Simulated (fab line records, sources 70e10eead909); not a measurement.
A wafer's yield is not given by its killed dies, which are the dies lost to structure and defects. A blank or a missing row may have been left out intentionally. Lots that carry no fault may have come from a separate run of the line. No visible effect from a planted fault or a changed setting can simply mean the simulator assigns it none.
A sampling plan put to the test / flow nand_harc / each of the 42 faults these records tell of, on one fab line, judged from the records of the lots it struck
Plan = the line's own looks (route steps where a gauge or an inspection reads the wafer without altering it). Where struck wafers have a number at a look and the file lists that look's usual mean and standard deviation on fault-free wafers, the look can be judged. Caught: a look later than the fault's first step finds the struck wafers' mean 4 or more of those standard deviations (sigma) from the usual mean. On the tool: the fault's steps, tested the same way using the tool's own readings. Also counted as caught: the struck wafers showing another recipe, or a record that is empty for them alone.

THE FAULTS, as the simulator had put them in
1. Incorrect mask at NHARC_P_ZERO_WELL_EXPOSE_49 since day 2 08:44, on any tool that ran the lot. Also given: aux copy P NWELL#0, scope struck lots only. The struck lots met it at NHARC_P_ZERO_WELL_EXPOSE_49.
2. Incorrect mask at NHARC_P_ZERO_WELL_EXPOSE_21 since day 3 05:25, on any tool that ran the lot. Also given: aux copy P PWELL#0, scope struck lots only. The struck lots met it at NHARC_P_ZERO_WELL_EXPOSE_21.
3. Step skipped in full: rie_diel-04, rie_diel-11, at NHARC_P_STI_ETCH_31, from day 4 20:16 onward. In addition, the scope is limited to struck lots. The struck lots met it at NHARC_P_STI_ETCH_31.
4. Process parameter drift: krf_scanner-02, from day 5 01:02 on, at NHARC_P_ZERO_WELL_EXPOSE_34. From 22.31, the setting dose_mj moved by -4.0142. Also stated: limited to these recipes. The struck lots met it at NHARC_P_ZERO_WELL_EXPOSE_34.
5. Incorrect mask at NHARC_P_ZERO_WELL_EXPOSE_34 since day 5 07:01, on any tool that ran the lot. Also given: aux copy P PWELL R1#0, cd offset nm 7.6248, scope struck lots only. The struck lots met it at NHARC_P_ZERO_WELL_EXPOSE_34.
6. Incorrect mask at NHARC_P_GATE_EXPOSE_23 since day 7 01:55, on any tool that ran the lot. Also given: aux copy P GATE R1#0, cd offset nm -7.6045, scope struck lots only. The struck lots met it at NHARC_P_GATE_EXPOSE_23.
7. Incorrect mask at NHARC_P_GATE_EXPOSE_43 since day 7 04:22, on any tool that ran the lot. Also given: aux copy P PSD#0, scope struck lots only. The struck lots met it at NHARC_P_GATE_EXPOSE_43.
8. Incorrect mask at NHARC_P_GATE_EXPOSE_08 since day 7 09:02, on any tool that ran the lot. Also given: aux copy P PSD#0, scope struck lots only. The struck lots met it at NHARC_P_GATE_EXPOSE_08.
9. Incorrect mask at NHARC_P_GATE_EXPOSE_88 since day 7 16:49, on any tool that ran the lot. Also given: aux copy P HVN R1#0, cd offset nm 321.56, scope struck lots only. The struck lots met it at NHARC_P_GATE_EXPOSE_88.
10. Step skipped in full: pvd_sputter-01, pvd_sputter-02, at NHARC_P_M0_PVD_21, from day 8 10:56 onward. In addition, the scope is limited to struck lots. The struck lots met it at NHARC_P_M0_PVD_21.
11. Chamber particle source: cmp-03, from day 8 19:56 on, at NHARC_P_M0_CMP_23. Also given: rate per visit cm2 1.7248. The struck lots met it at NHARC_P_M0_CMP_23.
12. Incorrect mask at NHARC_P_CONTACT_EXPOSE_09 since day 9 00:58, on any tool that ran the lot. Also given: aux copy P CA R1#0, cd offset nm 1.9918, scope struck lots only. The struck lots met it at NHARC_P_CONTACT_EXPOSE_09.
13. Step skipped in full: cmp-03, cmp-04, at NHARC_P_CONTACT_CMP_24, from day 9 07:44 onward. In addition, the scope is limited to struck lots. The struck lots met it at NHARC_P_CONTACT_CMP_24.
14. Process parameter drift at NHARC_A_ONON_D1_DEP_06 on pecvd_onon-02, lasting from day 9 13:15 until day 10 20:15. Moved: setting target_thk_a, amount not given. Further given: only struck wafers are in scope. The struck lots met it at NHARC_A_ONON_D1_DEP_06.
15. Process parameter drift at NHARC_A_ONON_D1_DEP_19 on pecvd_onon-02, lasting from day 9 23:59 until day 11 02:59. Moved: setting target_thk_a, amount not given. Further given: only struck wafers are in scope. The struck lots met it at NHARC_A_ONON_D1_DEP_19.
16. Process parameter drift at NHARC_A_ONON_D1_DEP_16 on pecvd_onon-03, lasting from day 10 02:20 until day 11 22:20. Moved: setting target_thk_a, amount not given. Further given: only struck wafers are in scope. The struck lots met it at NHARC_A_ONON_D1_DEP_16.
17. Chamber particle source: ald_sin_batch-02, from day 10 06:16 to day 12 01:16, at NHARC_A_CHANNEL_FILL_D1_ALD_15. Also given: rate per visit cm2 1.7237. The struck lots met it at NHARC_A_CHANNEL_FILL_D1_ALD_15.
18. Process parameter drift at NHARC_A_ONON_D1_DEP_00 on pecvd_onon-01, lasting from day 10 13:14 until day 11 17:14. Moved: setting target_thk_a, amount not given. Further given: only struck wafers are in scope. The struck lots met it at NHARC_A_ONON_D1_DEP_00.
19. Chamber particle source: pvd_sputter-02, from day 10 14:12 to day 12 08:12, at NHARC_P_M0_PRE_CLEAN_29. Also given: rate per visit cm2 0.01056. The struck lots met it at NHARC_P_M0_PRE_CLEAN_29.
20. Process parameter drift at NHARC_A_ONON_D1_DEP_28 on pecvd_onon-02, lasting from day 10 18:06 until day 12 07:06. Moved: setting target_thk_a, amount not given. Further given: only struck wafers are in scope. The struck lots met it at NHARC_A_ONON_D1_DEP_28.
21. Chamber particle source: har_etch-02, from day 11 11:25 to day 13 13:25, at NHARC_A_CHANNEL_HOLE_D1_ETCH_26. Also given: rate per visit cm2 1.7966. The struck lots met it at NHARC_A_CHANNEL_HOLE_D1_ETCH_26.
22. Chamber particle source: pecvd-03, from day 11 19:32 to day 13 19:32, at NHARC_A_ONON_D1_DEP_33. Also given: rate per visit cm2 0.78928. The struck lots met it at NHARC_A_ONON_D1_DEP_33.
23. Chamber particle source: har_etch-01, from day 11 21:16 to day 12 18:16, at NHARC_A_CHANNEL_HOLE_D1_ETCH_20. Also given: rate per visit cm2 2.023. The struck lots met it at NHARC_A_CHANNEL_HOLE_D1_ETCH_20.
24. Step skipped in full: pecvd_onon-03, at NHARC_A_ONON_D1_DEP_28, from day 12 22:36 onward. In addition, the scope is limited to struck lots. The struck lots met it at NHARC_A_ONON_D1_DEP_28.
25. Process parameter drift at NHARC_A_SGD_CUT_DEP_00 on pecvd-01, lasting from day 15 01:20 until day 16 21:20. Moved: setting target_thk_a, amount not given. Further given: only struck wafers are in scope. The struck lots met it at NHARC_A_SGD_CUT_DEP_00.
26. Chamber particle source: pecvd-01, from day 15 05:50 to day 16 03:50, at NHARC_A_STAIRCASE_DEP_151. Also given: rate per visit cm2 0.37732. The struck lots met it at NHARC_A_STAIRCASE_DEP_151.
27. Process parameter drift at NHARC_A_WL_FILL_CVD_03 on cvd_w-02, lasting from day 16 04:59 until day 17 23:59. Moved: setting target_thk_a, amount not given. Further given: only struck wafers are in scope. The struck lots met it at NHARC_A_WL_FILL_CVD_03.
28. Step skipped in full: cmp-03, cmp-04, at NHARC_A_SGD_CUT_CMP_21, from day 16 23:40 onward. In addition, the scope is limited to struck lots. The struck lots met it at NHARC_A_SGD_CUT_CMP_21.
29. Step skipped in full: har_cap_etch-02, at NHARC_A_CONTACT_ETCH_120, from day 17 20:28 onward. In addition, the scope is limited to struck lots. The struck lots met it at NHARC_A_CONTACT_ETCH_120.
30. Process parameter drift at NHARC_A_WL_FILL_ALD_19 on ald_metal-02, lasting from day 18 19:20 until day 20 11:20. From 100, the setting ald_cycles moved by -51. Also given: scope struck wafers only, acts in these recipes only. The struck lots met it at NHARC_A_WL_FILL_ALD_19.
31. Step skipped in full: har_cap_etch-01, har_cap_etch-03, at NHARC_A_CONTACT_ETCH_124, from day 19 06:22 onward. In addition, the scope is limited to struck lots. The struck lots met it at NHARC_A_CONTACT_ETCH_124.
32. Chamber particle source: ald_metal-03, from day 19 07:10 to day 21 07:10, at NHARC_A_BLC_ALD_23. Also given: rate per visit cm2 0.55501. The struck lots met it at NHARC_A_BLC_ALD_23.
33. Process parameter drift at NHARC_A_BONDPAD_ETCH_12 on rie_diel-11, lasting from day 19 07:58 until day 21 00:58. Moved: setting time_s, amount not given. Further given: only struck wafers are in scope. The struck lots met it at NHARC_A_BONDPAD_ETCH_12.
34. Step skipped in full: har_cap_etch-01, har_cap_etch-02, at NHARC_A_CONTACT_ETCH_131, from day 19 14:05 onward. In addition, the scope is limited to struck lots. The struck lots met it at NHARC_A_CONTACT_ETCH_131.
35. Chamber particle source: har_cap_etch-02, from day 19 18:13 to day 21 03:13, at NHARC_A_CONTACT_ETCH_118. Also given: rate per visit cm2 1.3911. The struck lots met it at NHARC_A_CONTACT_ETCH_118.
36. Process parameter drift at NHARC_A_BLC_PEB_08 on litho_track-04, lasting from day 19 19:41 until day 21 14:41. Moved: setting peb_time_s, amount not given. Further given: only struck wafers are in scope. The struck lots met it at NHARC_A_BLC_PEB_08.
37. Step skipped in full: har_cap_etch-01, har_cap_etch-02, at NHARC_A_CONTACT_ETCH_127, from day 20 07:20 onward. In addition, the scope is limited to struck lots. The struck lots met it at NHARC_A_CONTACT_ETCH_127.
38. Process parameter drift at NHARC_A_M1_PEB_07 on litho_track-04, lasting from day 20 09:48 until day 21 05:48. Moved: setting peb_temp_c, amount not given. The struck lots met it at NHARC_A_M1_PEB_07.
39. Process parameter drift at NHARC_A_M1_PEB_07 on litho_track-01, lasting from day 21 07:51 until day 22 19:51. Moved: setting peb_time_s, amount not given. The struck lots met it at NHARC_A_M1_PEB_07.
40. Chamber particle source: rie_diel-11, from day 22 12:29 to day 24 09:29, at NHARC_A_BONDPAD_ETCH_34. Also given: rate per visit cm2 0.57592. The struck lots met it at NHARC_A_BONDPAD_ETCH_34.
41. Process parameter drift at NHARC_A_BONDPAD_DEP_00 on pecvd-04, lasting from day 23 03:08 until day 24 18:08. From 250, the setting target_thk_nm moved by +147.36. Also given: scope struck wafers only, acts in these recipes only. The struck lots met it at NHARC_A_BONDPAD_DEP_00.
42. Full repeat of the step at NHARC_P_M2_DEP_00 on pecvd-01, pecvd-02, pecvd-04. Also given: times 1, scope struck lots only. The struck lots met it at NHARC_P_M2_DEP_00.

WHAT THE PLAN SAW
fault=1; on the tool itself=under 2 sigma; first look that catches it=NHARC_END_SORT_01; reading, sigma=killed_at_periphery +99 or beyond; median hours from its first step to that look=457.8; hours from the fault's start to the first struck lot there=457; judged looks passed uncaught=0
fault=2; on the tool itself=no reading that can be judged; first look that catches it=NHARC_END_SORT_01; reading, sigma=killed_at_periphery +99 or beyond; median hours from its first step to that look=426.9; hours from the fault's start to the first struck lot there=429; judged looks passed uncaught=0
fault=3; on the tool itself=the tool's record is blank for the struck wafers; first look that catches it=NHARC_END_SORT_01; reading, sigma=killed_at_periphery +99 or beyond; median hours from its first step to that look=409.7; hours from the fault's start to the first struck lot there=414; judged looks passed uncaught=0
fault=4; on the tool itself=exposure_dose_mJ_cm2 -99 or beyond sigma; first look that catches it=NHARC_P_ZERO_WELL_CD_MEAS_37; reading, sigma=cd_nm -17; median hours from its first step to that look=0.1; hours from the fault's start to the first struck lot there=3; judged looks passed uncaught=0
fault=5; on the tool itself=under 2 sigma; first look that catches it=NHARC_P_ZERO_WELL_CD_MEAS_37; reading, sigma=cd_nm +4.4; median hours from its first step to that look=0.2; hours from the fault's start to the first struck lot there=3; judged looks passed uncaught=0
fault=6; on the tool itself=no reading that can be judged; first look that catches it=NHARC_P_GATE_CD_MEAS_26; reading, sigma=cd_nm -12; median hours from its first step to that look=0.1; hours from the fault's start to the first struck lot there=0; judged looks passed uncaught=0
fault=7; on the tool itself=under 2 sigma; first look that catches it=NHARC_END_SORT_01; reading, sigma=killed_at_periphery +99 or beyond; median hours from its first step to that look=343.1; hours from the fault's start to the first struck lot there=351; judged looks passed uncaught=0
fault=8; on the tool itself=no reading that can be judged; first look that catches it=NHARC_END_SORT_01; reading, sigma=killed_at_periphery +99 or beyond; median hours from its first step to that look=356.2; hours from the fault's start to the first struck lot there=353; judged looks passed uncaught=0
fault=9; on the tool itself=no reading that can be judged; first look that catches it=NHARC_P_GATE_CD_MEAS_91; reading, sigma=cd_nm +99 or beyond; median hours from its first step to that look=0.2; hours from the fault's start to the first struck lot there=1; judged looks passed uncaught=0
fault=10; on the tool itself=the tool's record is blank for the struck wafers; first look that catches it=NHARC_END_SORT_01; reading, sigma=killed_at_periphery +99 or beyond; median hours from its first step to that look=328.7; hours from the fault's start to the first struck lot there=335; judged looks passed uncaught=0
fault=11; on the tool itself=under 2 sigma; first look that catches it=NHARC_P_M0_INSPECT_27; reading, sigma=raw_defect_count +7.4; median hours from its first step to that look=0.5; hours from the fault's start to the first struck lot there=22; judged looks passed uncaught=0
fault=12; on the tool itself=no reading that can be judged; first look that catches it=none of the 2 looks that can be judged after it; reading, sigma=strongest: cd_nm at NHARC_P_CONTACT_CD_MEAS_12, +3.9; median hours from its first step to that look=-; hours from the fault's start to the first struck lot there=-; judged looks passed uncaught=2
fault=13; on the tool itself=the tool's record is blank for the struck wafers; first look that catches it=NHARC_P_CONTACT_INSPECT_27; reading, sigma=raw_defect_count +14; median hours from its first step to that look=0.4; hours from the fault's start to the first struck lot there=7; judged looks passed uncaught=0
fault=14; on the tool itself=no reading that can be judged; first look that catches it=NHARC_A_ONON_D1_THK_MEAS_08; reading, sigma=thk_nm +73; median hours from its first step to that look=0.5; hours from the fault's start to the first struck lot there=12; judged looks passed uncaught=0
fault=15; on the tool itself=under 2 sigma; first look that catches it=NHARC_A_ONON_D1_THK_MEAS_21; reading, sigma=thk_nm -25; median hours from its first step to that look=0.5; hours from the fault's start to the first struck lot there=14; judged looks passed uncaught=0
fault=16; on the tool itself=under 2 sigma; first look that catches it=NHARC_A_ONON_D1_THK_MEAS_18; reading, sigma=thk_nm +55; median hours from its first step to that look=0.5; hours from the fault's start to the first struck lot there=17; judged looks passed uncaught=0
fault=17; on the tool itself=under 2 sigma; first look that catches it=NHARC_END_SORT_01; reading, sigma=killed_at_array +8.6; median hours from its first step to that look=266.8; hours from the fault's start to the first struck lot there=260; judged looks passed uncaught=2
fault=18; on the tool itself=no reading that can be judged; first look that catches it=NHARC_A_ONON_D1_THK_MEAS_02; reading, sigma=thk_nm +33; median hours from its first step to that look=0.5; hours from the fault's start to the first struck lot there=4; judged looks passed uncaught=0
fault=19; on the tool itself=under 2 sigma; first look that catches it=none of the 2 looks that can be judged after it; reading, sigma=-; median hours from its first step to that look=-; hours from the fault's start to the first struck lot there=-; judged looks passed uncaught=2
fault=20; on the tool itself=under 2 sigma; first look that catches it=NHARC_A_ONON_D1_THK_MEAS_30; reading, sigma=thk_nm -29; median hours from its first step to that look=0.5; hours from the fault's start to the first struck lot there=3; judged looks passed uncaught=0
fault=21; on the tool itself=under 2 sigma; first look that catches it=NHARC_A_CHANNEL_HOLE_D1_INSPECT_40; reading, sigma=raw_defect_count +76; median hours from its first step to that look=2.0; hours from the fault's start to the first struck lot there=5; judged looks passed uncaught=1
fault=22; on the tool itself=under 2 sigma; first look that catches it=NHARC_A_ONON_D1_INSPECT_32; reading, sigma=raw_defect_count +21; median hours from its first step to that look=0.4; hours from the fault's start to the first struck lot there=14; judged looks passed uncaught=1
fault=23; on the tool itself=under 2 sigma; first look that catches it=NHARC_A_CHANNEL_HOLE_D1_INSPECT_40; reading, sigma=raw_defect_count +86; median hours from its first step to that look=5.5; hours from the fault's start to the first struck lot there=12; judged looks passed uncaught=0
fault=24; on the tool itself=the tool's record is blank for the struck wafers; first look that catches it=NHARC_END_SORT_01; reading, sigma=killed_at_array +64; median hours from its first step to that look=277.7; hours from the fault's start to the first struck lot there=282; judged looks passed uncaught=0
fault=25; on the tool itself=under 2 sigma; first look that catches it=NHARC_END_SORT_01; reading, sigma=killed_at_array +31; median hours from its first step to that look=148.7; hours from the fault's start to the first struck lot there=157; judged looks passed uncaught=0
fault=26; on the tool itself=under 2 sigma; first look that catches it=none of the 3 looks that can be judged after it; reading, sigma=strongest: killed_at_array at NHARC_END_SORT_01, +3.9; median hours from its first step to that look=-; hours from the fault's start to the first struck lot there=-; judged looks passed uncaught=3
fault=27; on the tool itself=under 2 sigma; first look that catches it=NHARC_END_SORT_01; reading, sigma=killed_at_array +64; median hours from its first step to that look=128.7; hours from the fault's start to the first struck lot there=125; judged looks passed uncaught=0
fault=28; on the tool itself=the tool's record is blank for the struck wafers; first look that catches it=NHARC_END_SORT_01; reading, sigma=killed_at_array +64; median hours from its first step to that look=127.8; hours from the fault's start to the first struck lot there=122; judged looks passed uncaught=0
fault=29; on the tool itself=the tool's record is blank for the struck wafers; first look that catches it=NHARC_END_SORT_01; reading, sigma=killed_at_array +64; median hours from its first step to that look=79.8; hours from the fault's start to the first struck lot there=86; judged looks passed uncaught=0
fault=30; on the tool itself=under 2 sigma; first look that catches it=NHARC_END_SORT_01; reading, sigma=killed_at_array +64; median hours from its first step to that look=101.9; hours from the fault's start to the first struck lot there=96; judged looks passed uncaught=0
fault=31; on the tool itself=the tool's record is blank for the struck wafers; first look that catches it=NHARC_END_SORT_01; reading, sigma=killed_at_array +64; median hours from its first step to that look=66.1; hours from the fault's start to the first struck lot there=68; judged looks passed uncaught=0
fault=32; on the tool itself=under 2 sigma; first look that catches it=NHARC_END_SORT_01; reading, sigma=killed_at_array +4.2; median hours from its first step to that look=51.3; hours from the fault's start to the first struck lot there=60; judged looks passed uncaught=2
fault=33; on the tool itself=run_length_s -75 sigma; first look that catches it=NHARC_END_SORT_01; reading, sigma=sort_bin_2_pct +99 or beyond; median hours from its first step to that look=49.5; hours from the fault's start to the first struck lot there=62; judged looks passed uncaught=0
fault=34; on the tool itself=the tool's record is blank for the struck wafers; first look that catches it=NHARC_END_SORT_01; reading, sigma=killed_at_array +64; median hours from its first step to that look=69.5; hours from the fault's start to the first struck lot there=68; judged looks passed uncaught=0
fault=35; on the tool itself=no reading that can be judged; first look that catches it=NHARC_END_SORT_01; reading, sigma=killed_at_array +6.1; median hours from its first step to that look=84.6; hours from the fault's start to the first struck lot there=84; judged looks passed uncaught=0
fault=36; on the tool itself=no reading that can be judged; first look that catches it=NHARC_A_BLC_CD_MEAS_10; reading, sigma=cd_nm +17; median hours from its first step to that look=0.1; hours from the fault's start to the first struck lot there=8; judged looks passed uncaught=0
fault=37; on the tool itself=the tool's record is blank for the struck wafers; first look that catches it=NHARC_END_SORT_01; reading, sigma=killed_at_array +64; median hours from its first step to that look=71.1; hours from the fault's start to the first struck lot there=73; judged looks passed uncaught=0
fault=38; on the tool itself=plate_temp_C +40 sigma; first look that catches it=NHARC_A_M1_CD_MEAS_09; reading, sigma=cd_nm +23; median hours from its first step to that look=0.1; hours from the fault's start to the first struck lot there=3; judged looks passed uncaught=0
fault=39; on the tool itself=no reading that can be judged; first look that catches it=none of the 3 looks that can be judged after it; reading, sigma=strongest: cd_nm at NHARC_A_M1_CD_MEAS_09, +2.7; median hours from its first step to that look=-; hours from the fault's start to the first struck lot there=-; judged looks passed uncaught=3
fault=40; on the tool itself=under 2 sigma; first look that catches it=NHARC_END_SORT_01; reading, sigma=sort_bin_3_pct +7.2; median hours from its first step to that look=35.0; hours from the fault's start to the first struck lot there=42; judged looks passed uncaught=1
fault=41; on the tool itself=under 2 sigma; first look that catches it=NHARC_A_BONDPAD_THK_MEAS_30; reading, sigma=thk_nm -7.9; median hours from its first step to that look=0.7; hours from the fault's start to the first struck lot there=8; judged looks passed uncaught=0
fault=42; on the tool itself=under 2 sigma; first look that catches it=NHARC_END_SORT_01; reading, sigma=killed_at_periphery +99 or beyond; median hours from its first step to that look=323.8; hours from the fault's start to the first struck lot there=-; judged looks passed uncaught=0
A dash: this means the fault isn't caught or the number doesn't appear in these records.

Caught at a look: 38 of 42. Caught on the tool: 12 of 42. By one or the other: 38 of 42.
Caught at a look alone: faults 1, 2, 5, 6, 7, 8, 9, 11, 14, 15, 16, 17, 18, 20, 21, 22, 23, 25, 27, 30, 32, 35, 36, 40, 41, 42.
Caught by neither: faults 12, 19, 26, 39.

THINNER SAMPLING
Were the look that catches a fault to measure just every second or every third lot (counted by lot number), the first struck lot would, at worst, be measured this late:
fault=1; struck lots at that look, in order of time=L537; every lot=457 h; every second lot=may miss it; every third lot=may miss it
fault=2; struck lots at that look, in order of time=L198; every lot=429 h; every second lot=may miss it; every third lot=may miss it
fault=3; struck lots at that look, in order of time=L745, L747, L746; every lot=414 h; every second lot=422 h; every third lot=422 h
fault=4; struck lots at that look, in order of time=L168, L170; every lot=3 h; every second lot=may miss all 2; every third lot=may miss all 2
fault=5; struck lots at that look, in order of time=L691; every lot=3 h; every second lot=may miss it; every third lot=may miss it
fault=6; struck lots at that look, in order of time=L458; every lot=0 h; every second lot=may miss it; every third lot=may miss it
fault=7; struck lots at that look, in order of time=L655; every lot=351 h; every second lot=may miss it; every third lot=may miss it
fault=8; struck lots at that look, in order of time=L737; every lot=353 h; every second lot=may miss it; every third lot=may miss it
fault=9; struck lots at that look, in order of time=L468; every lot=1 h; every second lot=may miss it; every third lot=may miss it
fault=10; struck lots at that look, in order of time=L153, L155; every lot=335 h; every second lot=may miss all 2; every third lot=may miss all 2
fault=11; struck lots at that look, in order of time=L175; every lot=22 h; every second lot=may miss it; every third lot=may miss it
fault=13; struck lots at that look, in order of time=L994, L996, L997; every lot=7 h; every second lot=13 h; every third lot=may miss all 3
fault=14; struck lots at that look, in order of time=L685, L687; every lot=12 h; every second lot=may miss all 2; every third lot=may miss all 2
fault=15; struck lots at that look, in order of time=L799, L800; every lot=14 h; every second lot=20 h; every third lot=may miss all 2
fault=16; struck lots at that look, in order of time=L138, L141, L142; every lot=17 h; every second lot=25 h; every third lot=may miss all 3
fault=17; struck lots at that look, in order of time=L219, L218; every lot=260 h; every second lot=276 h; every third lot=may miss all 2
fault=18; struck lots at that look, in order of time=L167, L169; every lot=4 h; every second lot=may miss all 2; every third lot=may miss all 2
fault=20; struck lots at that look, in order of time=L616, L618; every lot=3 h; every second lot=may miss all 2; every third lot=may miss all 2
fault=21; struck lots at that look, in order of time=L752, L751; every lot=5 h; every second lot=22 h; every third lot=may miss all 2
fault=22; struck lots at that look, in order of time=L764, L766; every lot=14 h; every second lot=may miss all 2; every third lot=may miss all 2
fault=23; struck lots at that look, in order of time=L465, L466; every lot=12 h; every second lot=22 h; every third lot=may miss all 2
fault=24; struck lots at that look, in order of time=L572, L573; every lot=282 h; every second lot=288 h; every third lot=may miss all 2
fault=25; struck lots at that look, in order of time=L344, L352; every lot=157 h; every second lot=may miss all 2; every third lot=may miss all 2
fault=27; struck lots at that look, in order of time=L659, L662, L666; every lot=125 h; every second lot=133 h; every third lot=may miss all 3
fault=28; struck lots at that look, in order of time=L565, L566; every lot=122 h; every second lot=130 h; every third lot=may miss all 2
fault=29; struck lots at that look, in order of time=L302, L306; every lot=86 h; every second lot=may miss all 2; every third lot=may miss all 2
fault=30; struck lots at that look, in order of time=L689, L690, L694; every lot=96 h; every second lot=118 h; every third lot=141 h
fault=31; struck lots at that look, in order of time=L357, L359, L358; every lot=68 h; every second lot=76 h; every third lot=76 h
fault=32; struck lots at that look, in order of time=L353, L354; every lot=60 h; every second lot=75 h; every third lot=may miss all 2
fault=33; struck lots at that look, in order of time=L154, L158; every lot=62 h; every second lot=may miss all 2; every third lot=may miss all 2
fault=34; struck lots at that look, in order of time=L819, L822, L821; every lot=68 h; every second lot=76 h; every third lot=may miss all 3
fault=35; struck lots at that look, in order of time=L740, L746; every lot=84 h; every second lot=may miss all 2; every third lot=may miss all 2
fault=36; struck lots at that look, in order of time=L614; every lot=8 h; every second lot=may miss it; every third lot=may miss it
fault=37; struck lots at that look, in order of time=L917, L916, L919; every lot=73 h; every second lot=79 h; every third lot=may miss all 3
fault=38; struck lots at that look, in order of time=L291, L289; every lot=3 h; every second lot=may miss all 2; every third lot=may miss all 2
fault=40; struck lots at that look, in order of time=L783, L784; every lot=42 h; every second lot=45 h; every third lot=may miss all 2
fault=41; struck lots at that look, in order of time=L858; every lot=8 h; every second lot=may miss it; every third lot=may miss it
Hours: fault start to first struck lot measured. The limit of 4 sigma was tested on all struck wafers together, so one lot alone may lie under it. Other struck lots may not be in these records.

THE LONGEST TIMED WAY FROM STEP TO LOOK
For fault 1, NHARC_P_ZERO_WELL_EXPOSE_49 and NHARC_END_SORT_01 are separated by a median of 457.8 hours. No look between them can be judged.
